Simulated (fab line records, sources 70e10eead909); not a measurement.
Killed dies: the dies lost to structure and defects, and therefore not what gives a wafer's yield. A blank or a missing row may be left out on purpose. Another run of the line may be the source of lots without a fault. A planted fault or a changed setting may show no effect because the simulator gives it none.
The tool behind it: which one? ; flow nand_harc ; Sampling: 12 lots, 36 wafers, 3 of 1159 route steps

## WHAT THE GAUGES SHOWED, per wafer
NHARC_P_M2_OVL_MEAS_10: pitch 340 nm.
lot;measured;on;overlay_x_nm (nm)
L075;day 6 00:31;overlay-01;-1.7 -1.8 -1.5
L077;day 6 22:34;overlay-01;-0.9 -1.3 -1.1
L078;day 7 13:38;overlay-02;0.8 0.6 0.6
L081;day 8 03:40;overlay-01;-0.7 -0.5 -0.9
L083;day 8 11:25;overlay-01;-0.8 -0.5 -1.0
L087;day 9 14:10;overlay-02;1.1 0.7 0.9
L085;day 9 15:07;overlay-02;0.2 0.6 0.6
L089;day 10 01:09;overlay-01;0.9 0.7 0.4
L090;day 10 12:53;overlay-01;-0.5 0.0 -0.4
L093;day 10 22:32;overlay-01;0.1 -0.3 -0.4
L096;day 11 08:40;overlay-02;-0.4 -0.1 0.2
L097;day 11 20:43;overlay-01;-0.9 -1.3 -1.3

## EACH LOT AND THE TOOL THAT RAN IT (in order: tool; ch and the chambers of the sampled wafers; start)
lot;NHARC_P_M0_ETCH_34;NHARC_P_M1_PVD_20
L075;rie_diel-12 ch 2,3, day 5 16:29;pvd_sputter-02, day 6 00:31 or earlier
L077;rie_diel-03 ch 0,1,3, day 6 14:37;pvd_sputter-02, day 6 22:34 or earlier
L078;rie_diel-07 ch 0,1,3, day 7 05:16;pvd_sputter-01, day 7 13:38 or earlier
L081;rie_diel-12 ch 1,2, day 7 19:34;pvd_sputter-02, day 8 03:40 or earlier
L083;rie_diel-03 ch 0,1, day 8 03:13;pvd_sputter-01, day 8 11:25 or earlier
L087;rie_diel-12 ch 0,2,3, day 9 05:44;pvd_sputter-03, day 9 14:10 or earlier
L085;rie_diel-07 ch 1,3, day 9 06:26;pvd_sputter-01, day 9 15:07 or earlier
L089;rie_diel-07 ch 0,3, day 9 16:50;pvd_sputter-03, day 10 01:09 or earlier
L090;rie_diel-07 ch 0,2,3, day 10 04:57;pvd_sputter-03, day 10 12:53 or earlier
L093;rie_diel-12 ch 0,1,3, day 10 14:31;pvd_sputter-01, day 10 22:32 or earlier
L096;rie_diel-07 ch 0,1,2, day 11 00:40;pvd_sputter-03, day 11 08:40 or earlier
L097;rie_diel-07 ch 0,1,2, day 11 12:47;pvd_sputter-01, day 11 20:43 or earlier
- NHARC_P_M0_ETCH_34: etches the open film in N2/H2, target depth 40 nm, overetch 12 nm, time 43.94 s.
- NHARC_P_M1_PVD_20: deposits TaN, target thk 5 nm, time 8.06 s.

## THE ANSWER, worked out from the rows above alone
Rule: what is usual is taken from the lots themselves. The widest of any qualifying gaps counts: lots, ordered by their means at a reading, are off when they make up no more than a third of the lots, leave a main group of 4 or more, and stand apart from it by 3 or more times the standard deviation of that group's means. The tables above print the reading to a certain number of digits; a main group whose means all agree to those digits is not used. Also off: a lot with no number at a reading for which 4 or more lots have one. All remaining lots with rows at the step are treated as sound.
No lot is off on any of the readings shown, so nothing can be concluded from this.

## WHAT THE SIMULATOR PUT IN
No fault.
